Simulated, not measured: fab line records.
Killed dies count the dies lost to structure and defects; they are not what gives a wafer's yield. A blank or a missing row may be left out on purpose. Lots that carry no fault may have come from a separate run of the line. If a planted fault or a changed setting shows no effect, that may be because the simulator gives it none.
Which tool is to blame? :: flow n5Finfet :: Sampling: 24 lots, 72 wafers, 6 of 1938 route steps

WHAT THE GAUGES READ, wafer by wafer
N5_BEOL_M9_INSPECT_58: inspects for defects (darkfield). Usual: 70 for rawDefectCount, sd 20.
lot: L076
measured: day 10 10:19
on: defectInspect-01
rawDefectCount: 47 69 77
flag: 

lot: L074
measured: day 10 11:10
on: defectInspect-01
rawDefectCount: 34 39 72
flag: 

lot: L075
measured: day 10 22:14
on: defectInspect-01
rawDefectCount: 60 46 47
flag: 

lot: L077
measured: day 11 11:53
on: defectInspect-02
rawDefectCount: 58 91 100
flag: 

lot: L078
measured: day 11 12:41
on: defectInspect-01
rawDefectCount: 57 52 110
flag: 

lot: L079
measured: day 11 12:58
on: defectInspect-02
rawDefectCount: 63 65 87
flag: 

lot: L081
measured: day 11 19:52
on: defectInspect-01
rawDefectCount: 78 81 107
flag: 

lot: L080
measured: day 11 20:22
on: defectInspect-02
rawDefectCount: 68 110 111
flag: 

lot: L082
measured: day 11 22:18
on: defectInspect-02
rawDefectCount: 65 56 76
flag: 

lot: L083
measured: day 12 09:01
on: defectInspect-01
rawDefectCount: 55 100 70
flag: 

lot: L085
measured: day 12 17:53
on: defectInspect-02
rawDefectCount: 95 101 126
flag: 

lot: L084
measured: day 12 19:59
on: defectInspect-01
rawDefectCount: 54 72 69
flag: 

lot: L087
measured: day 13 15:35
on: defectInspect-01
rawDefectCount: 90 89 68
flag: 

lot: L089
measured: day 14 02:26
on: defectInspect-02
rawDefectCount: 75 81 59
flag: 

lot: L088
measured: day 14 07:19
on: defectInspect-01
rawDefectCount: 70 37 63
flag: 

lot: L086
measured: day 14 07:42
on: defectInspect-01
rawDefectCount: 58 72 65
flag: 

lot: L090
measured: day 14 14:31
on: defectInspect-02
rawDefectCount: 62 42 51
flag: 

lot: L093
measured: day 15 18:10
on: defectInspect-02
rawDefectCount: 80 68 69
flag: 

lot: L091
measured: day 15 18:44
on: defectInspect-02
rawDefectCount: 65 97 75
flag: 

lot: L092
measured: day 15 23:17
on: defectInspect-01
rawDefectCount: 43 43 88
flag: 

lot: L094
measured: day 16 01:52
on: defectInspect-02
rawDefectCount: 73 72 73
flag: 

lot: L095
measured: day 16 23:02
on: defectInspect-01
rawDefectCount: 82 56 59
flag: 

lot: L096
measured: day 16 23:12
on: defectInspect-02
rawDefectCount: 65 76 56
flag: 

lot: L097
measured: day 17 01:08
on: defectInspect-01
rawDefectCount: 46 96 78
flag: 

N5_BEOL_M10_CD_MEAS_11: the cd target is 64.1 nm. Usual: 64.0 nm for cdNm, sd 0.61.
lot: L076
measured: day 10 12:29
on: cdSem-02
cdNm (nm): 64.9 64.8 63.8
flag: 

lot: L074
measured: day 10 14:05
on: cdSem-03
cdNm (nm): 64.2 63.8 64.1
flag: 

lot: L075
measured: day 11 00:06
on: cdSem-01
cdNm (nm): 62.9 63.4 63.0
flag: 

lot: L077
measured: day 11 13:02
on: cdSem-03
cdNm (nm): 64.5 63.9 63.6
flag: 

lot: L078
measured: day 11 13:53
on: cdSem-02
cdNm (nm): 62.6 63.4 63.8
flag: 

lot: L079
measured: day 11 14:13
on: cdSem-01
cdNm (nm): 63.1 62.8 63.9
flag: 

lot: L081
measured: day 11 21:08
on: cdSem-02
cdNm (nm): 63.1 64.2 64.0
flag: 

lot: L080
measured: day 11 21:28
on: cdSem-01
cdNm (nm): 64.3 63.6 64.8
flag: 

lot: L082
measured: day 12 01:12
on: cdSem-03
cdNm (nm): 64.8 64.2 65.0
flag: 

lot: L083
measured: day 12 15:20
on: cdSem-01
cdNm (nm): 64.3 64.3 64.4
flag: 

lot: L085
measured: day 12 20:17
on: cdSem-03
cdNm (nm): 64.8 64.4 63.7
flag: 

lot: L084
measured: day 12 22:46
on: cdSem-03
cdNm (nm): 64.4 63.5 63.6
flag: 

lot: L087
measured: day 13 16:46
on: cdSem-03
cdNm (nm): 64.0 63.3 64.4
flag: 

lot: L089
measured: day 14 04:35
on: cdSem-02
cdNm (nm): 64.5 64.9 64.9
flag: 

lot: L088
measured: day 14 09:22
on: cdSem-03
cdNm (nm): 64.5 64.1 64.7
flag: 

lot: L086
measured: day 14 10:11
on: cdSem-02
cdNm (nm): 63.1 63.8 63.6
flag: 

lot: L090
measured: day 14 16:54
on: cdSem-02
cdNm (nm): 64.5 63.7 64.6
flag: 

lot: L093
measured: day 15 21:13
on: cdSem-03
cdNm (nm): 62.5 63.3 62.3
flag: 

lot: L091
measured: day 15 21:42
on: cdSem-02
cdNm (nm): 64.1 64.8 64.1
flag: 

lot: L092
measured: day 16 00:47
on: cdSem-01
cdNm (nm): 63.3 64.0 63.9
flag: 

lot: L094
measured: day 16 03:54
on: cdSem-02
cdNm (nm): 63.4 64.3 63.0
flag: 

lot: L095
measured: day 17 00:16
on: cdSem-01
cdNm (nm): 63.8 64.4 64.6
flag: 

lot: L096
measured: day 17 00:26
on: cdSem-02
cdNm (nm): 65.0 64.7 64.0
flag: 

lot: L097
measured: day 17 03:52
on: cdSem-01
cdNm (nm): 64.1 64.4 64.6
flag: 

N5_BEOL_M10_OVL_MEAS_12. Usual: for M10_OVL the level is -0.4 nm and the standard deviation is 0.76.
lot: L076
measured: day 10 12:31
on: overlay-02
M10_OVL (nm): 0.2 -0.7 -1.0
flag: 

lot: L074
measured: day 10 14:07
on: overlay-01
M10_OVL (nm): -0.5 -1.1 -0.5
flag: 

lot: L075
measured: day 11 00:08
on: overlay-02
M10_OVL (nm): 0.0 -0.6 -0.1
flag: 

lot: L077
measured: day 11 13:04
on: overlay-02
M10_OVL (nm): -1.8 -1.2 -0.8
flag: 

lot: L078
measured: day 11 13:55
on: overlay-01
M10_OVL (nm): -0.2 -0.4 -0.6
flag: 

lot: L079
measured: day 11 14:14
on: overlay-01
M10_OVL (nm): 0.9 0.3 -0.1
flag: 

lot: L081
measured: day 11 21:10
on: overlay-02
M10_OVL (nm): 0.4 -0.8 -0.2
flag: 

lot: L080
measured: day 11 21:30
on: overlay-01
M10_OVL (nm): 0.5 0.2 0.7
flag: 

lot: L082
measured: day 12 01:14
on: overlay-01
M10_OVL (nm): -2.0 -0.1 -0.9
flag: 

lot: L083
measured: day 12 15:22
on: overlay-01
M10_OVL (nm): -0.8 -1.8 -1.4
flag: 

lot: L085
measured: day 12 20:19
on: overlay-02
M10_OVL (nm): 0.3 0.4 0.7
flag: 

lot: L084
measured: day 12 22:48
on: overlay-02
M10_OVL (nm): 0.1 -0.1 0.2
flag: 

lot: L087
measured: day 13 16:48
on: overlay-02
M10_OVL (nm): -3.0 -0.1 -2.2
flag: 

lot: L089
measured: day 14 04:37
on: overlay-02
M10_OVL (nm): -0.5 -1.9 -0.8
flag: 

lot: L088
measured: day 14 09:24
on: overlay-02
M10_OVL (nm): -1.0 -0.9 -0.7
flag: 

lot: L086
measured: day 14 10:13
on: overlay-01
M10_OVL (nm): 0.6 0.5 -0.6
flag: 

lot: L090
measured: day 14 16:56
on: overlay-01
M10_OVL (nm): -0.8 -1.1 -0.3
flag: 

lot: L093
measured: day 15 21:15
on: overlay-01
M10_OVL (nm): -0.7 -1.4 0.6
flag: 

lot: L091
measured: day 15 21:44
on: overlay-02
M10_OVL (nm): -0.8 -0.3 0.5
flag: 

lot: L092
measured: day 16 00:49
on: overlay-02
M10_OVL (nm): 0.0 0.7 0.6
flag: 

lot: L094
measured: day 16 03:56
on: overlay-02
M10_OVL (nm): -0.5 -1.2 -0.9
flag: 

lot: L095
measured: day 17 00:17
on: overlay-02
M10_OVL (nm): -0.1 -1.1 -1.0
flag: 

lot: L096
measured: day 17 00:28
on: overlay-02
M10_OVL (nm): -0.4 0.4 -0.2
flag: 

lot: L097
measured: day 17 03:53
on: overlay-01
M10_OVL (nm): 0.8 -0.5 -0.5
flag: 

N5_BEOL_M11_THK_MEAS_01. Usual: for M11_ILD_THK the level is 267 nm and the standard deviation is 3.7.
lot: L076
measured: day 11 01:29
on: filmMetro-01
M11_ILD_THK (nm): 263 269 267
flag: 

lot: L074
measured: day 11 01:35
on: filmMetro-02
M11_ILD_THK (nm): 270 271 278
flag: 

lot: L075
measured: day 11 06:40
on: filmMetro-02
M11_ILD_THK (nm): 264 265 267
flag: 

lot: L077
measured: day 11 18:31
on: filmMetro-02
M11_ILD_THK (nm): 263 272 272
flag: 

lot: L078
measured: day 11 19:04
on: filmMetro-02
M11_ILD_THK (nm): 263 263 268
flag: 

lot: L079
measured: day 11 19:17
on: filmMetro-02
M11_ILD_THK (nm): 265 266 275
flag: 

lot: L081
measured: day 12 04:11
on: filmMetro-02
M11_ILD_THK (nm): 265 266 268
flag: 

lot: L080
measured: day 12 05:58
on: filmMetro-01
M11_ILD_THK (nm): 262 264 263
flag: 

lot: L082
measured: day 12 08:16
on: filmMetro-02
M11_ILD_THK (nm): 263 268 266
flag: 

lot: L083
measured: day 12 20:49
on: filmMetro-02
M11_ILD_THK (nm): 261 268 266
flag: 

lot: L085
measured: day 13 06:26
on: filmMetro-02
M11_ILD_THK (nm): 260 268 268
flag: 

lot: L084
measured: day 13 04:17
on: filmMetro-01
M11_ILD_THK (nm): 263 268 266
flag: 

lot: L087
measured: day 13 22:00
on: filmMetro-01
M11_ILD_THK (nm): 268 265 272
flag: 

lot: L089
measured: day 14 10:26
on: filmMetro-02
M11_ILD_THK (nm): 267 259 264
flag: 

lot: L088
measured: day 14 16:00
on: filmMetro-02
M11_ILD_THK (nm): 268 275 272
flag: 

lot: L086
measured: day 14 16:52
on: filmMetro-02
M11_ILD_THK (nm): 266 274 270
flag: 

lot: L090
measured: day 14 23:01
on: filmMetro-01
M11_ILD_THK (nm): 265 269 269
flag: 

lot: L093
measured: day 16 05:45
on: filmMetro-02
M11_ILD_THK (nm): 267 270 269
flag: 

lot: L091
measured: day 16 04:34
on: filmMetro-02
M11_ILD_THK (nm): 267 270 271
flag: 

lot: L092
measured: day 16 06:18
on: filmMetro-01
M11_ILD_THK (nm): 270 269 270
flag: 

lot: L094
measured: day 16 10:20
on: filmMetro-02
M11_ILD_THK (nm): 262 261 266
flag: 

lot: L095
measured: day 17 06:54
on: filmMetro-01
M11_ILD_THK (nm): 263 271 276
flag: 

lot: L096
measured: day 17 07:40
on: filmMetro-02
M11_ILD_THK (nm): 264 270 270
flag: 

lot: L097
measured: day 17 08:54
on: filmMetro-01
M11_ILD_THK (nm): 262 264 264
flag: 

WHICH TOOL RAN EACH LOT (tool, then ch and the chambers of the sampled wafers, then the start)
lot: L076
N5_BEOL_M10_HM_OPEN_17: rieMetal-02 ch 0, day 10 13:11
N5_BEOL_M10_SPUTTER_48: pvdSputter-01, day 10 23:38

lot: L074
N5_BEOL_M10_HM_OPEN_17: rieMetal-01 ch 0,1, day 10 14:26
N5_BEOL_M10_SPUTTER_48: pvdSputter-02, day 10 23:50

lot: L075
N5_BEOL_M10_HM_OPEN_17: rieMetal-01 ch 0,1, day 11 00:41
N5_BEOL_M10_SPUTTER_48: pvdSputter-01, day 11 05:04

lot: L077
N5_BEOL_M10_HM_OPEN_17: rieMetal-01 ch 0,1, day 11 13:42
N5_BEOL_M10_SPUTTER_48: pvdSputter-02, day 11 16:12

lot: L078
N5_BEOL_M10_HM_OPEN_17: rieMetal-02 ch 0, day 11 14:27
N5_BEOL_M10_SPUTTER_48: pvdSputter-01, day 11 16:59

lot: L079
N5_BEOL_M10_HM_OPEN_17: rieMetal-01 ch 0,1, day 11 14:55
N5_BEOL_M10_SPUTTER_48: pvdSputter-02, day 11 17:32

lot: L081
N5_BEOL_M10_HM_OPEN_17: rieMetal-02 ch 0,1, day 11 21:30
N5_BEOL_M10_SPUTTER_48: pvdSputter-01, day 12 01:46

lot: L080
N5_BEOL_M10_HM_OPEN_17: rieMetal-03 ch 0,1, day 11 21:52
N5_BEOL_M10_SPUTTER_48: pvdSputter-03, day 12 03:58

lot: L082
N5_BEOL_M10_HM_OPEN_17: rieMetal-01 ch 0,1, day 12 01:39
N5_BEOL_M10_SPUTTER_48: pvdSputter-02, day 12 05:58

lot: L083
N5_BEOL_M10_HM_OPEN_17: rieMetal-02 ch 0, day 12 15:46
N5_BEOL_M10_SPUTTER_48: pvdSputter-02, day 12 18:44

lot: L085
N5_BEOL_M10_HM_OPEN_17: rieMetal-03 ch 0,1, day 12 20:41
N5_BEOL_M10_SPUTTER_48: pvdSputter-03, day 13 02:52

lot: L084
N5_BEOL_M10_HM_OPEN_17: rieMetal-02 ch 0,1, day 12 23:08
N5_BEOL_M10_SPUTTER_48: pvdSputter-03, day 13 02:11

lot: L087
N5_BEOL_M10_HM_OPEN_17: rieMetal-01 ch 0,1, day 13 17:10
N5_BEOL_M10_SPUTTER_48: pvdSputter-01, day 13 20:22

lot: L089
N5_BEOL_M10_HM_OPEN_17: rieMetal-03 ch 0,1, day 14 05:08
N5_BEOL_M10_SPUTTER_48: pvdSputter-02, day 14 08:49

lot: L088
N5_BEOL_M10_HM_OPEN_17: rieMetal-01 ch 0,1, day 14 09:44
N5_BEOL_M10_SPUTTER_48: pvdSputter-03, day 14 14:07

lot: L086
N5_BEOL_M10_HM_OPEN_17: rieMetal-03 ch 0,1, day 14 10:34
N5_BEOL_M10_SPUTTER_48: pvdSputter-01, day 14 15:16

lot: L090
N5_BEOL_M10_HM_OPEN_17: rieMetal-03 ch 0,1, day 14 17:17
N5_BEOL_M10_SPUTTER_48: pvdSputter-02, day 14 21:08

lot: L093
N5_BEOL_M10_HM_OPEN_17: rieMetal-01 ch 0,1, day 15 21:35
N5_BEOL_M10_SPUTTER_48: pvdSputter-03, day 16 03:47

lot: L091
N5_BEOL_M10_HM_OPEN_17: rieMetal-01 ch 0,1, day 15 22:07
N5_BEOL_M10_SPUTTER_48: pvdSputter-01, day 16 02:53

lot: L092
N5_BEOL_M10_HM_OPEN_17: rieMetal-03 ch 0,1, day 16 01:11
N5_BEOL_M10_SPUTTER_48: pvdSputter-01, day 16 04:14

lot: L094
N5_BEOL_M10_HM_OPEN_17: rieMetal-03 ch 0,1, day 16 04:16
N5_BEOL_M10_SPUTTER_48: pvdSputter-03, day 16 08:27

lot: L095
N5_BEOL_M10_HM_OPEN_17: rieMetal-02 ch 0,1, day 17 00:37
N5_BEOL_M10_SPUTTER_48: pvdSputter-03, day 17 04:57

lot: L096
N5_BEOL_M10_HM_OPEN_17: rieMetal-03 ch 0,1, day 17 00:48
N5_BEOL_M10_SPUTTER_48: pvdSputter-03, day 17 05:11

lot: L097
N5_BEOL_M10_HM_OPEN_17: rieMetal-01 ch 0, day 17 04:13
N5_BEOL_M10_SPUTTER_48: pvdSputter-03, day 17 07:17
- N5_BEOL_M10_HM_OPEN_17: chemistry Cl2/BCl3, target TiN, target depth 20 nm, overetch 6 nm.
- N5_BEOL_M10_SPUTTER_48: material Cu, target thk 12 nm, time 2 s.

AS READ BY THE TOOLS THEMSELVES (means over the sampled wafers that have a number; for cases with no such wafer, the mark the record gives instead)
N5_BEOL_M10_HM_OPEN_17. Usual: bcl3FlowSccm 21.74 sccm, standard deviation 0.059; drypumpMotorCurrentA 5.4 A, standard deviation 0.35; heBacksideLeakSccm 3.28 sccm, standard deviation 0.14; oesProductAu 0.65 a.u., standard deviation 0.073; throttleValvePct 22.30 %, standard deviation 0.27.
lot: L076
tool: rieMetal-02
bcl3FlowSccm (sccm): 21.77
drypumpMotorCurrentA (A): 5.2
heBacksideLeakSccm (sccm): 3.48
oesProductAu (a.u.): 0.77
throttleValvePct (%): 21.93
flag: 

lot: L074
tool: rieMetal-01
bcl3FlowSccm (sccm): 21.67
drypumpMotorCurrentA (A): 5.4
heBacksideLeakSccm (sccm): 3.20
oesProductAu (a.u.): 0.65
throttleValvePct (%): 22.37
flag: 

lot: L075
tool: rieMetal-01
bcl3FlowSccm (sccm): 21.69
drypumpMotorCurrentA (A): 5.4
heBacksideLeakSccm (sccm): 3.26
oesProductAu (a.u.): 0.65
throttleValvePct (%): 22.37
flag: 

lot: L077
tool: rieMetal-01
bcl3FlowSccm (sccm): 21.72
drypumpMotorCurrentA (A): 5.4
heBacksideLeakSccm (sccm): 3.19
oesProductAu (a.u.): 0.65
throttleValvePct (%): 22.37
flag: 

lot: L078
tool: rieMetal-02
bcl3FlowSccm (sccm): 21.69
drypumpMotorCurrentA (A): 5.2
heBacksideLeakSccm (sccm): 3.42
oesProductAu (a.u.): 0.74
throttleValvePct (%): 21.95
flag: 

lot: L079
tool: rieMetal-01
bcl3FlowSccm (sccm): 21.79
drypumpMotorCurrentA (A): 5.7
heBacksideLeakSccm (sccm): 3.19
oesProductAu (a.u.): 0.60
throttleValvePct (%): 22.58
flag: 

lot: L081
tool: rieMetal-02
bcl3FlowSccm (sccm): 21.75
drypumpMotorCurrentA (A): 5.2
heBacksideLeakSccm (sccm): 3.41
oesProductAu (a.u.): 0.60
throttleValvePct (%): 22.27
flag: 

lot: L080
tool: rieMetal-03
bcl3FlowSccm (sccm): 21.73
drypumpMotorCurrentA (A): 5.5
heBacksideLeakSccm (sccm): 3.28
oesProductAu (a.u.): 0.66
throttleValvePct (%): 22.34
flag: 

lot: L082
tool: rieMetal-01
bcl3FlowSccm (sccm): 21.73
drypumpMotorCurrentA (A): 5.7
heBacksideLeakSccm (sccm): 3.14
oesProductAu (a.u.): 0.61
throttleValvePct (%): 22.58
flag: 

lot: L083
tool: rieMetal-02
bcl3FlowSccm (sccm): 21.80
drypumpMotorCurrentA (A): 5.2
heBacksideLeakSccm (sccm): 3.51
oesProductAu (a.u.): 0.74
throttleValvePct (%): 21.95
flag: 

lot: L085
tool: rieMetal-03
bcl3FlowSccm (sccm): 21.72
drypumpMotorCurrentA (A): 5.3
heBacksideLeakSccm (sccm): 3.33
oesProductAu (a.u.): 0.62
throttleValvePct (%): 22.27
flag: 

lot: L084
tool: rieMetal-02
bcl3FlowSccm (sccm): 21.78
drypumpMotorCurrentA (A): 5.2
heBacksideLeakSccm (sccm): 3.29
oesProductAu (a.u.): 0.80
throttleValvePct (%): 21.92
flag: 

lot: L087
tool: rieMetal-01
bcl3FlowSccm (sccm): 21.69
drypumpMotorCurrentA (A): 5.7
heBacksideLeakSccm (sccm): 3.19
oesProductAu (a.u.): 0.59
throttleValvePct (%): 22.59
flag: 

lot: L089
tool: rieMetal-03
bcl3FlowSccm (sccm): 21.79
drypumpMotorCurrentA (A): 5.5
heBacksideLeakSccm (sccm): 3.32
oesProductAu (a.u.): 0.65
throttleValvePct (%): 22.34
flag: 

lot: L088
tool: rieMetal-01
bcl3FlowSccm (sccm): 21.75
drypumpMotorCurrentA (A): 5.4
heBacksideLeakSccm (sccm): 3.16
oesProductAu (a.u.): 0.63
throttleValvePct (%): 22.39
flag: 

lot: L086
tool: rieMetal-03
bcl3FlowSccm (sccm): 21.74
drypumpMotorCurrentA (A): 5.3
heBacksideLeakSccm (sccm): 3.38
oesProductAu (a.u.): 0.63
throttleValvePct (%): 22.27
flag: 

lot: L090
tool: rieMetal-03
bcl3FlowSccm (sccm): 21.82
drypumpMotorCurrentA (A): 5.5
heBacksideLeakSccm (sccm): 3.34
oesProductAu (a.u.): 0.65
throttleValvePct (%): 22.34
flag: 

lot: L093
tool: rieMetal-01
bcl3FlowSccm (sccm): 21.72
drypumpMotorCurrentA (A): 5.7
heBacksideLeakSccm (sccm): 3.21
oesProductAu (a.u.): 0.60
throttleValvePct (%): 22.59
flag: 

lot: L091
tool: rieMetal-01
bcl3FlowSccm (sccm): 21.77
drypumpMotorCurrentA (A): 5.4
heBacksideLeakSccm (sccm): 3.29
oesProductAu (a.u.): 0.63
throttleValvePct (%): 22.41
flag: 

lot: L092
tool: rieMetal-03
bcl3FlowSccm (sccm): 21.67
drypumpMotorCurrentA (A): 5.3
heBacksideLeakSccm (sccm): 3.34
oesProductAu (a.u.): 0.61
throttleValvePct (%): 22.30
flag: 

lot: L094
tool: rieMetal-03
bcl3FlowSccm (sccm): 21.75
drypumpMotorCurrentA (A): 5.3
heBacksideLeakSccm (sccm): 3.33
oesProductAu (a.u.): 0.61
throttleValvePct (%): 22.30
flag: 

lot: L095
tool: rieMetal-02
bcl3FlowSccm (sccm): 21.69
drypumpMotorCurrentA (A): 5.2
heBacksideLeakSccm (sccm): 3.17
oesProductAu (a.u.): 0.74
throttleValvePct (%): 21.94
flag: 

lot: L096
tool: rieMetal-03
bcl3FlowSccm (sccm): 21.73
drypumpMotorCurrentA (A): 5.5
heBacksideLeakSccm (sccm): 3.20
oesProductAu (a.u.): 0.64
throttleValvePct (%): 22.35
flag: 

lot: L097
tool: rieMetal-01
bcl3FlowSccm (sccm): 21.75
drypumpMotorCurrentA (A): 5.1
heBacksideLeakSccm (sccm): 3.22
oesProductAu (a.u.): 0.65
throttleValvePct (%): 22.24
flag: 

N5_BEOL_M10_SPUTTER_48. Usual: 30.4 % for throttleValvePct, sd 1.2.
lot: L076
tool: pvdSputter-01
throttleValvePct (%): 30.9
flag: 

lot: L074
tool: pvdSputter-02
throttleValvePct (%): 29.1
flag: 

lot: L075
tool: pvdSputter-01
throttleValvePct (%): 31.1
flag: 

lot: L077
tool: pvdSputter-02
throttleValvePct (%): 29.3
flag: 

lot: L078
tool: pvdSputter-01
throttleValvePct (%): 31.4
flag: 

lot: L079
tool: pvdSputter-02
throttleValvePct (%): 29.0
flag: 

lot: L081
tool: pvdSputter-01
throttleValvePct (%): 30.7
flag: 

lot: L080
tool: pvdSputter-03
throttleValvePct (%): 30.1
flag: 

lot: L082
tool: pvdSputter-02
throttleValvePct (%): 28.9
flag: 

lot: L083
tool: pvdSputter-02
throttleValvePct (%): 29.2
flag: 

lot: L085
tool: pvdSputter-03
throttleValvePct (%): 31.2
flag: 

lot: L084
tool: pvdSputter-03
throttleValvePct (%): 30.1
flag: 

lot: L087
tool: pvdSputter-01
throttleValvePct (%): 30.8
flag: 

lot: L089
tool: pvdSputter-02
throttleValvePct (%): 29.0
flag: 

lot: L088
tool: pvdSputter-03
throttleValvePct (%): 31.0
flag: 

lot: L086
tool: pvdSputter-01
throttleValvePct (%): 31.0
flag: 

lot: L090
tool: pvdSputter-02
throttleValvePct (%): 28.9
flag: 

lot: L093
tool: pvdSputter-03
throttleValvePct (%): 31.1
flag: 

lot: L091
tool: pvdSputter-01
throttleValvePct (%): 30.7
flag: 

lot: L092
tool: pvdSputter-01
throttleValvePct (%): 31.0
flag: 

lot: L094
tool: pvdSputter-03
throttleValvePct (%): 30.1
flag: 

lot: L095
tool: pvdSputter-03
throttleValvePct (%): 30.8
flag: 

lot: L096
tool: pvdSputter-03
throttleValvePct (%): 31.0
flag: 

lot: L097
tool: pvdSputter-03
throttleValvePct (%): 30.3
flag: 

THE ANSWER, worked out from the rows above alone
Rule: take the mean of a lot's wafers that have a number; if it is more than 3 standard deviations from the usual mean, the lot is off. A lot without any number at a reading at which 4 lots or more have one is off too. All remaining lots with rows at the step are treated as sound. Order of review: gauges by route order, followed by the tools' own readings, for which a lot's mean as printed above is used. The first step at which some lot is off is used, and at that step the reading that is off furthest; a lot without a number counts as furthest.
Across all readings shown, no lot is off: no conclusion can be drawn from this.

WHAT THE SIMULATOR HAD INSERTED
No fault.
